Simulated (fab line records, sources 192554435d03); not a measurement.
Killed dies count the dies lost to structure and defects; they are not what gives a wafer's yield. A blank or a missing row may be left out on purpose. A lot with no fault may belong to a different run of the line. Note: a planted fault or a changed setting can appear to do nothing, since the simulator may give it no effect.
Comparing a struck lot with a sound one    flow n5Finfet    17 steps out of a route of 1938
Sound: wafers L164.2, L164.4, L164.5. The struck wafers were L173.2, L173.5, L173.6. The cause is named last.
For every step that has rows: the tool of each side, followed by ch and its chambers, followed by its first start. Under that, the readings that differ: sound wafers    struck wafers    difference of the means    sigmas: that difference in standard deviations of wafers without a fault.
alike: a reading whose means differ by less than 2 such deviations, as well as words and numbers matching on both sides. not compared: withheld readings; readings where some wafer has no value; bounds like >300 that might hide an equal value; numbers whose values overlap and for which the record gives no deviation.
The two part at a step that has a row with sigmas, a row that says differs or no value, or rows on one side only. When numbers do not overlap yet have no deviation, they are printed without sigmas and do not part them. A reading missing from all wafers of one side parts the sides only when that side holds two or more wafers.

first, 1 step without rows for these wafers: N5_SD_EPI_P_STRIP_38 (strips in N2/H2).
N5_SD_EPI_P_ETCHBACK_46: etches SiNx in CH3F/O2, stops on SiO2, target depth 17.5 nm.
  sound on rieDiel-05 ch 1,3, day 4 02:23; struck on rieDiel-02 ch 2,3, day 6 09:33
  alike: drypumpMotorCurrentA, oesProductAu, rfVppV, showerheadPlenumPTorr, throttleValvePct
  not compared: rfHoursCounterH
N5_SD_EPI_P_ETCH_47: etches SiOCN in CH3F/O2, target depth 25 nm.
  sound on rieDiel-05 ch 1,3, day 4 02:29; struck on rieDiel-02 ch 2,3, day 6 09:39
  alike: drypumpMotorCurrentA, oesProductAu, rfVppV, showerheadPlenumPTorr, throttleValvePct
  not compared: rfHoursCounterH
N5_SD_EPI_P_ETCH_16: etches SiO2 in CHF3/O2, target depth 5 nm.
  sound on rieDiel-05 ch 1,3, day 4 02:35; struck on rieDiel-02 ch 2,3, day 6 09:45
  alike: drypumpMotorCurrentA, oesProductAu, rfVppV, showerheadPlenumPTorr, throttleValvePct
  not compared: rfHoursCounterH
then, 1 step without rows for these wafers: N5_SD_EPI_P_STRIP_50 (strips in CHF3/O2).
N5_SD_EPI_P_SD_RECESS_17: chemistry HBr/Cl2/O2, target depth 39.1 nm, bt time 3 s.
  sound on rieSi-03 ch 1,2, day 4 02:39; struck on rieSi-02 ch 2,3, day 6 09:49
  alike: drypumpMotorCurrentA, oesProductAu, throttleValvePct
  not compared: rfHoursCounterH
then, 1 step without rows for these wafers: N5_SD_EPI_P_WET_ETCH_45 (etches SiO2 in dHF, time 10.7 s, target depth 2 nm, rinse time 30 s).
N5_SD_EPI_P_STRIP_40: strips in N2/H2.
  sound on plasmaAsher-01 ch 0,1, day 4 02:47; struck on plasmaAsher-01 ch 0,1, day 6 09:58
  alike: drypumpMotorCurrentA, h2FlowSccm, heaterPowerW, n2FlowSccm, oesProductAu
  not compared: rfHoursCounterH
then, 4 steps without rows for these wafers: N5_SD_EPI_P_PRECLEAN_52 (cleans in O3/DIW, time 60 s); N5_SD_EPI_P_SRD_20 (time 30 s); N5_SD_EPI_P_PRECLEAN_51 (cleans in NF3:NH3, afs cycles 1, time 20 s, sublimation time 60 s); N5_SD_EPI_P_VAPOR_ETCH_44 (etches SiGe30 in NF3/Ar, time 3.3 s).
N5_SD_EPI_P_EPI_21: deposits SiGe:B, time 355 s.
  sound on epiRpcvd-02 ch 0, day 4 03:40; struck on epiRpcvd-01 ch 0, day 6 10:51
N5_SD_EPI_P_EPI_MEAS_23:
  sound on filmMetro-02, day 4 05:31; struck on filmMetro-02, day 6 12:41
reading     sound           struck          difference  sigmas
thkNm (nm)  60.6 60.2 58.9  49.2 47.1 47.9  -11.8       -9
then, 1 step without rows for these wafers: N5_SD_EPI_P_HM_STRIP_48 (strips SiNx in H3PO4, material SiNx, target depth 3 nm).
-- the record jumps here: 5 days lie between the struck wafers' starts before and after (it left off in module SD_EPI_P and takes up again in module BEOL_M4, whose first step shown is number 1111 of the route) --
N5_BEOL_M4_RC_MEAS_101:
  sound on prober-01 ch 0, day 9 03:20; struck on prober-01 ch 0, day 11 13:02
  alike: DIBL_N, DIBL_P, IOFF_N, IOFF_P, ION_N, ION_P, SS_N, SS_P, VT_N, VT_P
-- here the record skips 5 days between the struck wafers' starts before and after, leaving off in module BEOL_M4 and picking up in module PASSIVATION (first step shown: number 1936 of the route) --
N5_PASSIVATION_PROBE_49:
  record: rows for the struck wafers here (prober-02, day 16 05:53), none for the sound ones

== WHERE THEY PART ==
Last at N5_PASSIVATION_PROBE_49 as far as this record goes, first at N5_SD_EPI_P_EPI_MEAS_23.

WHY: what the simulator had put in
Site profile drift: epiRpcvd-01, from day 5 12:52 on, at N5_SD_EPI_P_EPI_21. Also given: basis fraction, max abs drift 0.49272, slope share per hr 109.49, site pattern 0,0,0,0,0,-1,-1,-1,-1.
